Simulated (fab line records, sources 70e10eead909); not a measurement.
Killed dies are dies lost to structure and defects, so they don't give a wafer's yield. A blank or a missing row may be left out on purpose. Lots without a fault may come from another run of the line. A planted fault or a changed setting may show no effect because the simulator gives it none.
fab line records | flow nand_harc
record lots=11 wafers=33 last_day=33
route steps=1302 shown A_STAIRCASE@872 A_SGD_CUT@905 END@1302
lots that met no fault: from a run of the same line without faults
start_h: hours from the record's first day to the start of the lot's first wafer shown | wait_h: hours since the lot's step before | " the same as in the row above | L1.1+2: a row that stands for several wafers | - no value, or no start given | * or withheld: withheld | < > ~ a bound
route shown NAME@n: a module of which the file shows steps, and the number in the route of the first | usual: mean/standard deviation of fault-free wafers | same: alike in all rows | chamber/n: place in a boat | sites: the reading at each site | _std_site: their standard deviation | _edge_site: outer sites' mean less inner sites' | radius_mm: how far each site lies from the wafer's centre | mask NAME#n: copy n | behind: the tool/chamber that last shaped the wafer | hold: why the lot was held/for how many hours/how that ended | device: the transistor (n, p or np) that didn't switch | end of line: the same wafers' tests at the end of the route | a step without rows: its recipe alone | killed: dies lost to structure and defects at the first sort, not the wafer's yield | map: a wafer's dies, x killed, . not, _ none there
set.NAME: the setting as run; set.NAME@STEP: as run at that earlier step | model.NAME: the simulator's own value behind a step, which no gauge read
steps of the route over a sample of lots; a table a step, a row a wafer
services: from which hour (start_h, from the record's first day; less than 0 if before it) a tool's chamber was out of use, for how many hours, and why
## steps
# step NHARC_A_STAIRCASE_STRIP_446
# recipe power_w=1500 temp_c=250 chemistry=O2
# usual drypump_motor_current_A=5.8/0.34 heater_power_w=352/26
# columns lot.wafer tool chamber start_h wait_h drypump_motor_current_A heater_power_w rf_hours_counter_h
L914.2 plasma_asher-01 1 430.94 0.2 5.9 387 17
L914.1 " 0 " " 6.2 348 17
L914.5 " 1 " " 5.9 391 -
L918.1 plasma_asher-01 1 471.17 0.0 5.9 394 28
L918.2 " 0 " " 6.2 355 28
L918.5 " 1 " " 5.9 391 -
L922.3 plasma_asher-01 1 506.50 0.2 5.9 388 -
L922.4 " 0 " " 6.2 364 -
L922.5 " 0 " " 6.1 356 -
L924.2 plasma_asher-01 1 535.63 0.1 5.9 383 1
L924.4 " 0 " " 6.2 356 -
L924.6 " 1 " " 5.9 385 -
L925.4 plasma_asher-02 1 538.56 0.2 5.3 307 -
L925.6 " 0 " " 5.5 345 -
L925.5 " 1 " " 5.3 313 -
L926.3 plasma_asher-02 0 557.82 0.1 5.5 335 -
L926.4 " 1 " " 5.3 326 -
L926.6 " 1 " " 5.3 318 -
L928.1 plasma_asher-01 1 578.12 0.0 5.9 386 8
L928.4 " 1 " " 5.9 381 -
L928.5 " 1 " " 5.9 390 -
L932.1 plasma_asher-02 0 590.36 0.0 5.5 360 30
L932.3 " 1 " " 5.3 311 -
L932.6 " 1 " " 5.3 315 -
L935.2 plasma_asher-01 0 639.57 0.0 6.2 341 23
L935.3 " 1 " " 5.9 383 -
L935.5 " 1 " " 5.9 382 -
L936.3 plasma_asher-01 1 664.59 0.2 5.9 383 -
L936.6 " 0 " " 6.1 354 -
L936.5 " 1 " " 5.9 380 -
L937.3 plasma_asher-02 1 670.75 0.1 5.3 322 -
L937.4 " 0 " " 5.5 346 -
L937.6 " 0 " " 5.5 333 -
# step NHARC_A_STAIRCASE_ETCHBACK_157
# recipe target_depth_a=900 over_etch_frac=0.3 time_s=167.14 ion_energy_ev=120 ch3f_flow_sccm=50 o2_flow_sccm=30 ar_flow_sccm=200 rf_w=500 bias_w=100 chemistry=CH3F/O2
# usual drypump_motor_current_A=5.9/0.38 oes_product_au=0.96/0.032 rf_vpp_V=244.4/1.7 showerhead_plenum_p_Torr=2.47/0.1 throttle_valve_pct=20.663/0.0094
# columns lot.wafer tool chamber start_h wait_h drypump_motor_current_A oes_product_au rf_hours_counter_h rf_vpp_V showerhead_plenum_p_Torr throttle_valve_pct
L914.1 rie_diel-07 2 432.66 0.1 6.2 0.91 45 246.2 2.55 20.676
L914.2 " 1 " " 5.9 0.91 47 244.1 2.42 20.670
L914.5 " 1 " " 5.8 0.91 - 243.6 2.42 20.675
L918.1 rie_diel-07 3 472.92 0.2 4.9 0.96 60 244.8 2.53 20.670
L918.2 " 1 " " 5.8 0.95 60 244.1 2.42 20.650
L918.5 " 1 " " 5.8 0.94 - 241.3 2.42 20.671
L922.3 rie_diel-04 1 508.11 0.1 5.9 0.96 45 244.5 2.42 20.650
L922.4 " 3 " " 6.1 0.95 46 244.1 2.46 20.676
L922.5 " 2 " " 5.6 0.96 - 241.9 2.29 20.658
L924.4 rie_diel-07 2 537.43 0.3 6.2 0.98 14 246.2 2.54 20.665
L924.2 " 0 " " 6.3 0.97 16 241.5 2.34 20.654
L924.6 " 3 " " 4.9 0.98 - 244.8 2.52 20.678
L925.4 rie_diel-08 0 540.27 0.3 6.2 1.01 58 243.9 2.47 20.655
L925.6 " 2 " " 5.6 1.01 - 245.4 2.45 20.657
L925.5 " 3 " " 5.8 0.99 - 247.3 2.62 20.667
L926.4 rie_diel-08 0 559.42 0.2 6.2 0.99 0 245.3 2.47 20.660
L926.3 " 1 " " 5.9 0.99 1 245.7 2.61 20.652
L926.6 " 1 " " 5.9 1.00 - 248.0 2.61 20.664
L928.4 rie_diel-04 2 579.81 0.2 5.6 1.00 5 242.6 2.29 20.664
L928.1 " 0 " " 6.2 0.99 13 246.1 2.63 20.671
L928.5 " 3 " " 6.2 1.01 - 244.7 2.46 20.659
L932.1 rie_diel-08 3 592.06 0.2 5.8 1.00 12 245.7 2.61 20.654
L932.3 " 1 " " 5.9 0.98 13 246.1 2.61 20.669
L932.6 " 0 " " 6.3 0.99 - 245.5 2.47 20.678
L935.3 rie_diel-08 3 641.43 0.3 5.8 0.94 25 245.8 2.61 20.664
L935.2 " 1 " " 5.9 0.92 27 244.5 2.60 20.673
L935.5 " 3 " " 5.8 0.94 - 246.3 2.61 20.667
L936.3 rie_diel-08 2 666.21 0.2 5.6 0.93 36 246.2 2.44 20.667
L936.6 " 3 " " 5.8 0.92 - 245.3 2.60 20.649
L936.5 " 0 " " 6.2 0.93 - 245.8 2.46 20.665
L937.4 rie_diel-07 2 672.39 0.2 6.2 1.02 3 246.0 2.52 20.667
L937.3 " 3 " " 4.9 0.98 4 245.2 2.50 20.673
L937.6 " 1 " " 5.9 0.99 - 243.2 2.39 20.654
# step NHARC_A_STAIRCASE_STRIP_475
# recipe time_s=20 o2_flow_sccm=500 ar_flow_sccm=0 bias_w=0 chemistry=O2
# usual drypump_motor_current_A=5.9/0.39 oes_product_au=0.998/0.011 rf_vpp_V=57.9/0.88 showerhead_plenum_p_Torr=3.54/0.14 throttle_valve_pct=17.037/0.0093
# columns lot.wafer tool chamber start_h wait_h drypump_motor_current_A oes_product_au rf_hours_counter_h rf_vpp_V showerhead_plenum_p_Torr throttle_valve_pct
L914.2 rie_diel-07 2 432.88 0.1 6.2 0.979 45 58.4 3.66 17.039
L914.1 " 0 " " 6.3 0.999 49 58.1 3.38 17.050
L914.5 " 1 " " 5.9 0.982 - 57.1 3.48 17.041
L918.1 rie_diel-07 2 473.12 0.2 6.2 0.989 58 57.4 3.65 17.039
L918.2 " 1 " " 5.9 0.988 60 57.6 3.47 17.051
L918.5 " 2 " " 6.2 0.996 - 58.6 3.65 17.037
L922.4 rie_diel-04 2 - - 5.6 1.015 44 57.8 3.30 17.028
L922.3 " 3 " " 6.1 1.001 46 57.9 3.54 17.043
L922.5 " 2 " " 5.6 1.001 - 56.8 3.30 17.045
L924.4 rie_diel-07 2 - - 6.2 0.998 15 58.3 3.64 17.053
L924.2 " 0 " " 6.3 0.988 18 57.1 3.36 17.033
L924.6 " 1 " " 5.9 0.996 - 57.5 3.46 17.023
L925.4 rie_diel-08 1 - - 5.9 1.008 56 58.0 3.74 17.029
L925.5 " 2 " " 5.6 1.022 - 57.5 3.52 17.044
L925.6 " 3 " " 5.8 1.008 - 57.1 3.75 17.032
L926.4 rie_diel-08 0 - - 6.2 0.989 1 57.8 3.54 17.043
L926.3 " 1 " " 5.9 0.992 1 58.3 3.74 17.044
L926.6 " 3 " " 5.8 1.008 - 59.5 3.75 17.025
L928.1 rie_diel-04 0 - - 6.2 1.000 13 58.4 3.77 17.031
L928.4 " 2 " " 5.6 0.998 5 57.4 3.29 17.024
L928.5 " 3 " " 6.1 0.986 - 57.7 3.53 17.039
L932.1 rie_diel-08 0 - - 6.3 0.995 12 57.0 3.54 17.019
L932.3 " 2 " " 5.6 0.993 14 57.7 3.51 17.049
L932.6 " 0 " " 6.3 0.993 - 56.5 3.54 17.034
L935.2 rie_diel-08 1 - - 5.9 0.996 27 57.6 3.73 17.043
L935.3 " 2 " " 5.7 0.998 28 57.7 3.51 17.031
L935.5 " 1 " " 5.9 0.994 - 59.3 3.73 17.029
L936.3 rie_diel-08 2 - - 5.6 0.994 40 57.9 3.50 17.034
L936.5 " 2 " " 5.6 1.008 - 58.0 3.50 17.020
L936.6 " 3 " " 5.8 0.991 - 58.9 3.73 17.040
L937.3 rie_diel-07 3 - - 4.9 0.992 4 58.0 3.59 17.058
L937.4 " 2 " " 6.2 0.992 3 57.1 3.62 17.025
L937.6 " 3 " " 4.9 0.990 - 58.4 3.59 17.030
# step NHARC_A_SGD_CUT_ETCH_58
# recipe target_depth_a=390 over_etch_frac=0.3 time_s=65 ion_energy_ev=80 cf4_flow_sccm=150 ar_flow_sccm=0 rf_w=300 bias_w=100 chemistry=CF4
# usual drypump_motor_current_A=5.58/0.29 oes_product_au=1.005/0.011 rf_vpp_V=151.2/1.2 run_length_s=86.3/0.53 showerhead_plenum_p_Torr=1.77/0.068 throttle_valve_pct=13.284/0.0091
# columns lot.wafer tool chamber start_h wait_h drypump_motor_current_A oes_product_au rf_hours_counter_h rf_vpp_V run_length_s showerhead_plenum_p_Torr throttle_valve_pct
L914.2 rie_diel-10 3 434.65 0.1 5.70 0.995 0 149.4 86.3 1.77 13.277
L914.1 " 2 " " 5.49 1.010 0 151.7 86.7 1.74 13.291
L914.5 " 0 " " 5.08 0.987 - 149.4 85.6 1.70 13.294
L918.1 rie_diel-11 1 474.90 0.1 5.99 0.989 3 152.4 86.1 1.85 13.298
L918.2 " 2 " " 5.21 1.010 3 151.3 86.6 1.84 13.279
L918.5 " 1 " " 5.98 0.987 - 152.0 86.2 1.85 13.267
L922.3 rie_diel-05 3 510.09 0.1 5.45 1.003 7 151.4 87.0 1.72 13.284
L922.4 " 0 " " 5.49 1.001 7 150.1 85.5 1.73 13.290
L922.5 " 1 " " 5.95 1.011 - 150.6 86.4 1.72 13.278
L924.2 rie_diel-10 3 540.38 0.1 5.64 0.995 6 150.2 86.7 1.77 13.293
L924.4 " 2 " " 5.51 1.015 6 151.6 86.6 1.74 13.289
L924.6 " 0 " " 5.06 0.984 - 151.0 85.3 1.70 13.284
L925.4 rie_diel-11 1 542.36 0.1 5.99 1.004 9 151.4 86.1 1.85 13.286
L925.5 " 0 " " 5.47 1.002 - 150.0 86.5 1.77 13.280
L925.6 " 1 " " 5.99 0.999 - 153.1 86.3 1.85 13.279
L926.3 rie_diel-05 3 561.34 0.1 5.44 1.000 10 149.8 87.2 1.72 13.278
L926.4 " 2 " " 5.84 0.997 10 149.7 87.1 1.67 13.293
L926.6 " 3 " " 5.45 1.001 - 150.1 86.8 1.72 13.292
L928.1 rie_diel-10 3 581.78 0.1 5.62 0.996 8 150.3 86.3 1.77 13.272
L928.4 " 0 " " 5.07 0.985 8 151.6 65.2 1.70 13.274
L928.5 " 2 " " 5.49 1.016 - 150.3 86.8 1.74 13.295
L932.3 rie_diel-11 2 594.26 0.1 5.22 1.020 15 153.5 87.0 1.84 13.292
L932.1 " 1 " " 5.98 1.001 14 153.3 86.6 1.85 13.274
L932.6 " 2 " " 5.21 1.020 - 151.6 86.5 1.84 13.286
L935.2 rie_diel-05 3 643.85 0.1 5.44 1.011 4 149.4 87.2 1.72 13.280
L935.3 " 0 " " 5.50 1.016 4 149.9 85.6 1.73 13.288
L935.5 " 3 " " 5.44 1.011 - 150.3 86.8 1.72 13.284
L936.3 rie_diel-10 1 670.78 0.1 5.61 1.015 2 153.5 86.2 1.89 13.290
L936.6 " 2 " " 5.48 1.013 - 150.8 86.8 1.74 13.282
L936.5 " 3 " " 5.65 1.014 - 153.2 86.2 1.76 13.279
L937.4 rie_diel-10 1 674.32 0.1 5.61 1.009 3 153.3 86.2 1.89 13.295
L937.3 " 0 " " 5.08 0.999 3 151.6 85.6 1.70 13.281
L937.6 " 2 " " 5.52 1.013 - 151.4 86.9 1.74 13.270
# step NHARC_END_SORT_01
# recipe temp_c=25
# usual killed_at_array=57/19 killed_at_other=0.9/1.1 killed_at_periphery=4.0/2.6 killed_dies=62/19 killed_open=3.3/1.8 killed_short=2.4/1.7
# same gross_dies=677
# columns lot.wafer tool chamber start_h wait_h killed_at_array killed_at_other killed_at_periphery killed_dies killed_open killed_short
L926.3 prober-02 0 688.43 3.1 53 1 6 60 2 0
L926.4 prober-02 0 689.23 3.4 45 0 4 49 3 0
L926.6 prober-02 0 690.82 4.0 45 1 9 55 5 1
L928.1 prober-01 0 714.46 2.5 16 3 5 24 5 0
L928.4 prober-01 0 716.86 3.4 668 2 2 672 5 2
L928.5 prober-01 0 717.66 3.7 22 5 1 28 1 1
# killed by level:class
L926.3 A_CHANNEL_HOLE_D1:chamber_film_flake=39 P_GATE:chamber_film_flake=6 A_STAIRCASE:chamber_film_flake=3 A_SLIT:chamber_film_flake=3 A_M0:chamber_film_flake=3 A_CHANNEL_FILL_D2:geometric_particle:open=1 A_M0:geometric_particle:open=1 A_ZERO_WELL:chamber_film_flake=1
L926.4 A_CHANNEL_HOLE_D1:chamber_film_flake=28 A_CONTACT:chamber_film_flake=5 A_WL_FILL:chamber_film_flake=4 P_GATE:chamber_film_flake=3 A_SLIT:chamber_film_flake=2 A_STAIRCASE:chamber_film_flake=2 A_CHANNEL_HOLE_D1:geometric_particle:open=1 A_DECK1_JOINT:geometric_particle:open=1
L926.6 A_CHANNEL_HOLE_D1:chamber_film_flake=26 P_GATE:chamber_film_flake=7 A_SLIT:chamber_film_flake=7 A_CHANNEL_HOLE_D2:chamber_film_flake=4 A_CONTACT:chamber_film_flake=3 A_ONON_D2:geometric_particle:open=2 P_GATE:geometric_particle:short=1 P_M1:geometric_particle:open=1
L928.1 A_CHANNEL_HOLE_D1:chamber_film_flake=5 A_CONTACT:chamber_film_flake=3 P_ZERO_WELL:chamber_film_flake=2 A_SLIT:chamber_film_flake=2 THIN_TSV:chamber_film_flake=2 P_M0:geometric_particle:open=1 A_DECK1_JOINT:geometric_particle:open=1 A_WL_FILL:geometric_particle:open=1
L928.4 A_SGD_CUT:area_etch=648 A_CHANNEL_HOLE_D1:chamber_film_flake=9 A_CHANNEL_FILL_D2:geometric_particle:open=2 A_SLIT:chamber_film_flake=2 A_M1:chamber_film_flake=2 THIN_TSV:chamber_film_flake=2 P_CONTACT:geometric_particle:open=1 A_ONON_D1:geometric_particle:short=1
L928.5 A_CHANNEL_HOLE_D1:chamber_film_flake=8 THIN_TSV:chamber_film_flake=5 A_SLIT:chamber_film_flake=4 A_CONTACT:chamber_film_flake=4 A_WL_FILL:chamber_film_flake=2 A_CHANNEL_HOLE_D1:geometric_particle:open=1 A_ONON_D2:geometric_particle:short=1 P_GATE:chamber_film_flake=1
## services
# columns tool chamber start_h hours kind
rie_diel-11 3 410.55 16.0 repair
rie_diel-11 - 415.31 1.2 repair
rie_diel-10 - 419.56 9.0 pm
rie_diel-11 1 425.54 15.2 repair
plasma_asher-02 - 425.55 11.1 repair
rie_diel-11 - 432.50 9.0 pm
rie_diel-05 2 463.58 4.9 repair
rie_diel-07 - 473.84 9.0 pm
rie_diel-11 1 487.95 4.5 repair
rie_diel-11 2 505.16 5.1 repair
rie_diel-08 3 509.73 6.1 repair
plasma_asher-01 - 519.24 9.0 pm
rie_diel-04 - 534.44 9.0 pm
rie_diel-10 0 543.35 1.4 repair
rie_diel-08 - 545.00 9.0 pm
rie_diel-04 1 581.89 3.3 repair
rie_diel-10 - 596.56 9.0 pm
rie_diel-08 3 607.24 8.4 repair
plasma_asher-02 - 613.62 9.0 pm
rie_diel-04 - 615.40 0.6 repair
rie_diel-10 3 621.14 7.9 repair
rie_diel-10 2 622.55 3.5 repair
rie_diel-04 0 642.90 5.8 repair
rie_diel-07 - 651.66 9.0 pm
## key
first_sign step=NHARC_A_SGD_CUT_ETCH_58 reading=run_length_s direction=down sigmas=40 usual=* struck=*
effect step=NHARC_END_SORT_01 reading=killed_dies direction=up sigmas=33 usual=62 struck=672
more_kills_born_at NHARC_A_SGD_CUT_ETCH_58@rie_diel-10=648
met_at NHARC_A_SGD_CUT_ETCH_58
struck_lots L928
struck_wafers L928.4
later_rows_left_out L928.4
tester_left_out L928
not_acting_at NHARC_A_STAIRCASE_STRIP_446,NHARC_A_STAIRCASE_ETCHBACK_157,NHARC_A_STAIRCASE_STRIP_475
onset_between 540.38 581.78
fault kind=process_parameter_drift tool=rie_diel-10 chamber=0 onset_h=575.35 steps=NHARC_A_SGD_CUT_ETCH_58 channel=time_s offset=* shape=step end_h=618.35 acts_in=* stated=*
# tester_left_out: of these lots the tester's yield and bins aren't shown, on N5 and GAA mostly nor the transistor test; their killed dies are dies lost to structure and defects alone, not to doping, threshold or leakage, so they don't give the yield
# later_rows_left_out: the simulator's readings of these wafers behind a module that went badly wrong aren't trusted and aren't shown, but for the sort
